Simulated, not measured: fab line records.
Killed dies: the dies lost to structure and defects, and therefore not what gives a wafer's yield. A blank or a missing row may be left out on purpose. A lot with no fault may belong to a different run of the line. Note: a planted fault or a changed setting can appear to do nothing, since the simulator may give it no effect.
What tool caused it? || flow n5-finfet || 33 wafers from 11 lots sampled at 3 of the route's 1938 steps

## WHAT THE GAUGES READ, wafer by wafer
N5_BEOL_M5_OVL_MEAS_12.
{"lot": "L533", "measured": "day 8 03:49", "on": "overlay-01", "M5_OVL (nm)": "-0.6 -0.7 -1.5"}
{"lot": "L531", "measured": "day 8 12:02", "on": "overlay-01", "M5_OVL (nm)": "-1.0 -1.4 -0.7"}
{"lot": "L532", "measured": "day 8 12:04", "on": "overlay-01", "M5_OVL (nm)": "-1.7 -0.9 -0.7"}
{"lot": "L534", "measured": "day 9 08:11", "on": "overlay-02", "M5_OVL (nm)": "-0.2 -1.0 -1.7"}
{"lot": "L540", "measured": "day 10 17:10", "on": "overlay-01", "M5_OVL (nm)": "-0.6 -0.7 -0.6"}
{"lot": "L546", "measured": "day 11 16:42", "on": "overlay-02", "M5_OVL (nm)": "0.6 0.3 -0.9"}
{"lot": "L545", "measured": "day 11 16:56", "on": "overlay-02", "M5_OVL (nm)": "-1.8 -1.5 -0.9"}
{"lot": "L548", "measured": "day 12 01:41", "on": "overlay-02", "M5_OVL (nm)": "-1.9 -1.0 -0.9"}
{"lot": "L550", "measured": "day 12 23:16", "on": "overlay-01", "M5_OVL (nm)": "-1.7 -1.7 -0.8"}
{"lot": "L552", "measured": "day 13 07:11", "on": "overlay-02", "M5_OVL (nm)": "0.0 -0.3 -0.3"}
{"lot": "L553", "measured": "day 13 14:07", "on": "overlay-01", "M5_OVL (nm)": "-1.0 -1.1 -0.5"}

## EACH LOT AND THE TOOL THAT RAN IT (in order: tool; ch and the chambers of the sampled wafers; start)
{"lot": "L533", "N5_BEOL_M5_PECVD_70": "pecvd-03 ch 1,2, day 8 02:38", "N5_BEOL_M5_HM_DEP_02": "pvd-sputter-03, day 8 03:16"}
{"lot": "L531", "N5_BEOL_M5_PECVD_70": "pecvd-03 ch 0,1,2, day 8 10:49", "N5_BEOL_M5_HM_DEP_02": "pvd-sputter-01, day 8 11:29"}
{"lot": "L532", "N5_BEOL_M5_PECVD_70": "pecvd-02 ch 0,1,2, day 8 11:08", "N5_BEOL_M5_HM_DEP_02": "pvd-sputter-01, day 8 11:35"}
{"lot": "L534", "N5_BEOL_M5_PECVD_70": "pecvd-01 ch 1,2, day 9 06:44", "N5_BEOL_M5_HM_DEP_02": "pvd-sputter-03, day 9 07:38"}
{"lot": "L540", "N5_BEOL_M5_PECVD_70": "pecvd-02 ch 1,2, day 10 16:25", "N5_BEOL_M5_HM_DEP_02": "pvd-sputter-01, day 10 16:37"}
{"lot": "L546", "N5_BEOL_M5_PECVD_70": "pecvd-03 ch 0,1,2, day 11 14:51", "N5_BEOL_M5_HM_DEP_02": "pvd-sputter-02, day 11 16:08"}
{"lot": "L545", "N5_BEOL_M5_PECVD_70": "pecvd-03 ch 0,1,2, day 11 15:37", "N5_BEOL_M5_HM_DEP_02": "pvd-sputter-03, day 11 16:23"}
{"lot": "L548", "N5_BEOL_M5_PECVD_70": "pecvd-03 ch 0,1,2, day 11 22:14", "N5_BEOL_M5_HM_DEP_02": "pvd-sputter-03, day 12 01:16"}
{"lot": "L550", "N5_BEOL_M5_PECVD_70": "pecvd-02 ch 0,1,2, day 12 22:05", "N5_BEOL_M5_HM_DEP_02": "pvd-sputter-03, day 12 22:50"}
{"lot": "L552", "N5_BEOL_M5_PECVD_70": "pecvd-03 ch 0,2, day 13 05:05", "N5_BEOL_M5_HM_DEP_02": "pvd-sputter-02, day 13 06:46"}
{"lot": "L553", "N5_BEOL_M5_PECVD_70": "pecvd-03 ch 0,1,2, day 13 12:08", "N5_BEOL_M5_HM_DEP_02": "pvd-sputter-01, day 13 13:34"}
- N5_BEOL_M5_PECVD_70: deposits SiO2 from TEOS/O2, target thk 16 nm, time 18 s.
- N5_BEOL_M5_HM_DEP_02: deposits TiN, target thk 20 nm.

## WHAT THE TOOLS THEMSELVES READ (means of the sampled wafers that have a number; where no wafer has one, the mark that the record gives instead)
N5_BEOL_M5_PECVD_70.
{"lot": "L533", "tool": "pecvd-03", "chamber-pressure-Torr (Torr)": 5.498, "heater-power-w (W)": 648, "showerhead-plenum-p-Torr (Torr)": 8.78, "throttle-valve-pct (%)": 22.7}
{"lot": "L531", "tool": "pecvd-03", "chamber-pressure-Torr (Torr)": 5.497, "heater-power-w (W)": 666, "showerhead-plenum-p-Torr (Torr)": 8.79, "throttle-valve-pct (%)": 22.4}
{"lot": "L532", "tool": "pecvd-02", "chamber-pressure-Torr (Torr)": 5.502, "heater-power-w (W)": 674, "showerhead-plenum-p-Torr (Torr)": 8.78, "throttle-valve-pct (%)": 22.9}
{"lot": "L534", "tool": "pecvd-01", "chamber-pressure-Torr (Torr)": 5.491, "heater-power-w (W)": 812, "showerhead-plenum-p-Torr (Torr)": 8.78, "throttle-valve-pct (%)": 22.5}
{"lot": "L540", "tool": "pecvd-02", "chamber-pressure-Torr (Torr)": 5.500, "heater-power-w (W)": 738, "showerhead-plenum-p-Torr (Torr)": 8.76, "throttle-valve-pct (%)": 22.5}
{"lot": "L546", "tool": "pecvd-03", "chamber-pressure-Torr (Torr)": 5.493, "heater-power-w (W)": 632, "showerhead-plenum-p-Torr (Torr)": 8.77, "throttle-valve-pct (%)": 22.0}
{"lot": "L545", "tool": "pecvd-03", "chamber-pressure-Torr (Torr)": 5.505, "heater-power-w (W)": 657, "showerhead-plenum-p-Torr (Torr)": 8.78, "throttle-valve-pct (%)": 22.0}
{"lot": "L548", "tool": "pecvd-03", "chamber-pressure-Torr (Torr)": 5.507, "heater-power-w (W)": 638, "showerhead-plenum-p-Torr (Torr)": 8.78, "throttle-valve-pct (%)": 21.9}
{"lot": "L550", "tool": "pecvd-02", "chamber-pressure-Torr (Torr)": 5.514, "heater-power-w (W)": 659, "showerhead-plenum-p-Torr (Torr)": 8.76, "throttle-valve-pct (%)": 22.9}
{"lot": "L552", "tool": "pecvd-03", "chamber-pressure-Torr (Torr)": 5.498, "heater-power-w (W)": 722, "showerhead-plenum-p-Torr (Torr)": 8.77, "throttle-valve-pct (%)": 21.6}
{"lot": "L553", "tool": "pecvd-03", "chamber-pressure-Torr (Torr)": 5.492, "heater-power-w (W)": 607, "showerhead-plenum-p-Torr (Torr)": 8.77, "throttle-valve-pct (%)": 22.1}

N5_BEOL_M5_HM_DEP_02.
{"lot": "L533", "tool": "pvd-sputter-03", "throttle-valve-pct (%)": 29.9}
{"lot": "L531", "tool": "pvd-sputter-01", "throttle-valve-pct (%)": 30.6}
{"lot": "L532", "tool": "pvd-sputter-01", "throttle-valve-pct (%)": 29.8}
{"lot": "L534", "tool": "pvd-sputter-03", "throttle-valve-pct (%)": 31.1}
{"lot": "L540", "tool": "pvd-sputter-01", "throttle-valve-pct (%)": 29.7}
{"lot": "L546", "tool": "pvd-sputter-02", "throttle-valve-pct (%)": 31.9}
{"lot": "L545", "tool": "pvd-sputter-03", "throttle-valve-pct (%)": 29.9}
{"lot": "L548", "tool": "pvd-sputter-03", "throttle-valve-pct (%)": 30.9}
{"lot": "L550", "tool": "pvd-sputter-03", "throttle-valve-pct (%)": 30.0}
{"lot": "L552", "tool": "pvd-sputter-02", "throttle-valve-pct (%)": 31.2}
{"lot": "L553", "tool": "pvd-sputter-01", "throttle-valve-pct (%)": 29.6}

## THE ANSWER, worked out from the rows above alone
Rule: the lots themselves supply what counts as usual. The widest of any qualifying gaps counts: lots, ordered by their means at a reading, are off when they make up no more than a third of the lots, leave a main group of 4 or more, and stand apart from it by 3 or more times the standard deviation of that group's means. Not used: any main group whose means are identical at the precision the tables above print for the reading. Also off: a lot with no number at a reading for which 4 or more lots have one. All remaining lots with rows at the step are treated as sound. After the gauges, taken in route order, come the tools' own readings; for these a lot's mean is taken, as printed above. The first step at which some lot is off is used, and at that step the reading that is off furthest; a lot without a number counts as furthest.
No lot is off at any reading shown: from this, nothing can be told.

## WHAT THE SIMULATOR PUT IN
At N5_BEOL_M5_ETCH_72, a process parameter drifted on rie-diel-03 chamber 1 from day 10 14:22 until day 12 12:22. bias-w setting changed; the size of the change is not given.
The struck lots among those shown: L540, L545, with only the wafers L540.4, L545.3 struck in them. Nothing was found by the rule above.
